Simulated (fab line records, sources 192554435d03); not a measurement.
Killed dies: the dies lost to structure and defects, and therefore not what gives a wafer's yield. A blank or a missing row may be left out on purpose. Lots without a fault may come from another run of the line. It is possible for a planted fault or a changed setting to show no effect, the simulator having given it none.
Chamber matching / flow n5_finfet / N5_PASSIVATION_STRIP_14 on rie_diel-06 has 4 sister chambers
The step strips in O2. 6 wafers are shown with their chamber, then 7 later ones without.

== WAFERS, EACH WITH ITS CHAMBER ==
wafer=L083.5; chamber=1; throttle_valve_pct (%)=16.3; drypump_motor_current_A (A)=5.6
wafer=L086.1; chamber=0; throttle_valve_pct (%)=16.6; drypump_motor_current_A (A)=5.2
wafer=L086.2; chamber=3; throttle_valve_pct (%)=16.5; drypump_motor_current_A (A)=6.4
wafer=L086.4; chamber=2; throttle_valve_pct (%)=17.0; drypump_motor_current_A (A)=5.9
wafer=L091.2; chamber=2; throttle_valve_pct (%)=17.1; drypump_motor_current_A (A)=6.0
wafer=L091.3; chamber=0; throttle_valve_pct (%)=16.6; drypump_motor_current_A (A)=5.2

== WAFERS MISSING THEIR CHAMBER ==
wafer=L091.5; throttle_valve_pct (%)=16.4; drypump_motor_current_A (A)=5.6
wafer=L092.1; throttle_valve_pct (%)=16.7; drypump_motor_current_A (A)=5.1
wafer=L092.4; throttle_valve_pct (%)=16.4; drypump_motor_current_A (A)=5.6
wafer=L092.5; throttle_valve_pct (%)=16.6; drypump_motor_current_A (A)=5.1
wafer=L095.1; throttle_valve_pct (%)=16.0; drypump_motor_current_A (A)=6.4
wafer=L095.3; throttle_valve_pct (%)=16.4; drypump_motor_current_A (A)=5.6
wafer=L095.6; throttle_valve_pct (%)=16.4; drypump_motor_current_A (A)=5.6

== WHICH CHAMBER EACH ONE RAN IN ==
wafer=L091.5; from the rows above=1; in truth=1
wafer=L092.1; from the rows above=0; in truth=0
wafer=L092.4; from the rows above=1; in truth=1
wafer=L092.5; from the rows above=0; in truth=0
wafer=L095.1; from the rows above=3; in truth=3
wafer=L095.3; from the rows above=1; in truth=1
wafer=L095.6; from the rows above=1; in truth=1
Correct placement for 7 of the 7. Can't be placed from these rows: 0. Placed wrongly: 0.
How it was worked out, from the rows above alone: a wafer's distance from a chamber is the root of the sum, over the readings, of the square of ((its reading less the chamber's mean) divided by the reading's scatter). The wafer belongs to the nearest chamber; if the next one is less than 2 further off, it can't be placed. A chamber's mean is the mean of its shown wafers. How the scatter is found: for the shown wafers, subtract from each reading the mean of its chamber, square and add these, divide the total by (wafers less chambers), then take the root.
